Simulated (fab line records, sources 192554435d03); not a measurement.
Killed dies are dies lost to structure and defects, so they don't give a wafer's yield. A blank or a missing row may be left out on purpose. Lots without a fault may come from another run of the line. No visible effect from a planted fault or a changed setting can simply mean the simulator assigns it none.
Split-lot trial | flow n5-finfet | route with 1938 steps; 7 lots, 39 wafers read

## THE SPLIT ITSELF
At N5_HKMG_FIN_HK_ALD_01 (deposits HfO2, target thk 1.6 nm, pulse time 3 s, purge time 3 s), the setting ald-cycles was moved away from the recipe's 30 on 9 of the 39 wafers read, by -60.0% to +60.0%. All remaining wafers had this setting at the recipe value.

## FROM THE SPLIT TO THE READING: what the file shows between them, 4 steps
- N5_HKMG_FIN_HK_ANNEAL_02: time 30 s
- N5_HKMG_FIN_ALD_74: deposits La2O3, target thk 0.5 nm, pulse time 6 s, co reactant pulse time 1 s
- N5_HKMG_FIN_WET_ETCH_82: etches La2O3 in dHCl, stops on HfO2, target depth 2 nm, rinse time 30 s
- N5_HKMG_FIN_ALD_36: deposits TiN, target thk 1 nm, pulse time 1 s, purge time 3 s

## THE READING
HK_THK, in nm, at N5_HKMG_FIN_THK_MEAS_70 (measures by xrf). A value of 1.583 nm with a standard deviation of 0.017 nm is what fault-free wafers of this fab line usually give.

wafer  | tool, chamber at the split | ald-cycles as run | against the recipe | HK_THK, nm | against lot-mates on the recipe
L076.1 | ald-hk-03, 3,1             | 43                | +43.3%             | 2.243      | +0.665
L076.2 | ald-hk-03, 3,1             | 43                | +43.3%             | 2.296      | +0.718
L076.3 | ald-hk-03, 0               | 43                | +43.3%             | 2.263      | +0.685
L076.4 | ald-hk-03, 2,2,3           | 30                | recipe             | 1.572      | -
L076.5 | ald-hk-03, 2,2,3           | 30                | recipe             | 1.586      | -
L076.6 | ald-hk-03, 2,2,3           | 30                | recipe             | 1.577      | -
L079.1 | ald-hk-01, 1,0,3,2,2,1     | 30                | recipe             | 1.604      | -
L079.2 | ald-hk-01, 1,0,3,2,2,1     | 30                | recipe             | 1.616      | -
L079.3 | ald-hk-01, 1,0,3,2,2,1     | 30                | recipe             | 1.591      | -
L079.4 | ald-hk-01, 1,0,3,2,2,1     | 30                | recipe             | 1.576      | -
L079.5 | ald-hk-01, 1,0,3,2,2,1     | 30                | recipe             | 1.593      | -
L079.6 | ald-hk-01, 1,0,3,2,2,1     | 30                | recipe             | 1.591      | -
L083.1 | ald-hk-03, 1,0,2           | 30                | recipe             | 1.576      | -
L083.3 | ald-hk-03, 1,0,2           | 30                | recipe             | 1.567      | -
L083.4 | ald-hk-03, 1,0,2           | 30                | recipe             | 1.593      | -
L084.1 | ald-hk-03, 3,0,2           | 48                | +60.0%             | 2.513      | +0.937
L084.2 | ald-hk-03, 1,2,3           | 30                | recipe             | 1.582      | -
L084.3 | ald-hk-03, 3,0,2           | 48                | +60.0%             | 2.518      | +0.942
L084.4 | ald-hk-03, 3,0,2           | 48                | +60.0%             | 2.540      | +0.964
L084.5 | ald-hk-03, 1,2,3           | 30                | recipe             | 1.572      | -
L084.6 | ald-hk-03, 1,2,3           | 30                | recipe             | 1.573      | -
L085.1 | ald-hk-03, 0,1,2           | 30                | recipe             | 1.550      | -
L085.2 | ald-hk-03, 3,2,1           | 12                | -60.0%             | 0.647      | -0.913
L085.3 | ald-hk-03, 0,1,2           | 30                | recipe             | 1.558      | -
L085.4 | ald-hk-03, 0,1,2           | 30                | recipe             | 1.573      | -
L085.5 | ald-hk-03, 3,2,1           | 12                | -60.0%             | 0.625      | -0.935
L085.6 | ald-hk-03, 3,2,1           | 12                | -60.0%             | 0.633      | -0.927
L086.1 | ald-hk-03, 0,1,2,3,0,3     | 30                | recipe             | 1.585      | -
L086.2 | ald-hk-03, 0,1,2,3,0,3     | 30                | recipe             | 1.531      | -
L086.3 | ald-hk-03, 0,1,2,3,0,3     | 30                | recipe             | 1.628      | -
L086.4 | ald-hk-03, 0,1,2,3,0,3     | 30                | recipe             | 1.596      | -
L086.5 | ald-hk-03, 0,1,2,3,0,3     | 30                | recipe             | 1.594      | -
L086.6 | ald-hk-03, 0,1,2,3,0,3     | 30                | recipe             | 1.553      | -
L089.1 | ald-hk-01, 0,2,3,1,3,0     | 30                | recipe             | 1.585      | -
L089.2 | ald-hk-01, 0,2,3,1,3,0     | 30                | recipe             | 1.574      | -
L089.3 | ald-hk-01, 0,2,3,1,3,0     | 30                | recipe             | 1.581      | -
L089.4 | ald-hk-01, 0,2,3,1,3,0     | 30                | recipe             | 1.586      | -
L089.5 | ald-hk-01, 0,2,3,1,3,0     | 30                | recipe             | 1.583      | -
L089.6 | ald-hk-01, 0,2,3,1,3,0     | 30                | recipe             | 1.582      | -
Rows listing several chambers each stand for several wafers; the file does not say which wafer went through which chamber.

THE FIT
A straight line over all 39 wafers: HK_THK changes by +0.0158 nm for each +1% of ald-cycles; r = +1.00; the points scatter about the line by 0.018 nm.
The same after taking each lot's own level away (the mean of its wafers on the recipe; 39 wafers): +0.0157 nm for each +1%; r = +1.00; scatter 0.017 nm.
Per that fit: largest ald-cycles move, reading shift of 0.94 nm.
From 1.5603 to 1.5952 nm: that is the span of the lots' own levels, equal to 2.0 times the standard deviation above.
Hence the lot-to-lot level has little effect on the slope; both slopes agree.
Check: with one of the wafers moved furthest among these (+60.0%) left out of the fit, the line predicts +0.943 nm for it against its lot-mates. Against them it came out at +0.937 nm.

## THESE WAFERS: OTHER SPLITS
Other splits were also applied to these wafers ahead of the reading. Each is held against what the fit with the lots' levels taken away leaves over:
other split on the same wafers | wafers away from the commonest value | r with HK_THK (lot level and that fit taken away)
N5_FIN_SAQP_PECVD_47 time-s    | 12                                   | +0.00
N5_FIN_CUT_CUT_ETCH_15 time-s  | 15                                   | -0.12

## THE WHOLE CHAIN: every reading that the file lists as answering this split, in the file's order
step                    | what it does                                                     | reading                                                                            | change (the file's fit)                | r (the file's)
N5_HKMG_FIN_HK_ALD_01   | deposits HfO2, target thk 1.6 nm, pulse time 3 s, purge time 3 s | HfO2_of_HKMG_FIN_HK_ALD_01.thk-nm (the simulator's own value, which no gauge read) | +0.0167 nm for each +1% of the setting | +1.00
N5_HKMG_FIN_THK_MEAS_70 | measures by xrf                                                  | HK_THK                                                                             | +0.0157 for each +1% of the setting    | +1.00

## THE FILE'S OWN FIT
HK_THK changes by +0.0157 nm for each +1% of ald-cycles, r = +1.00.
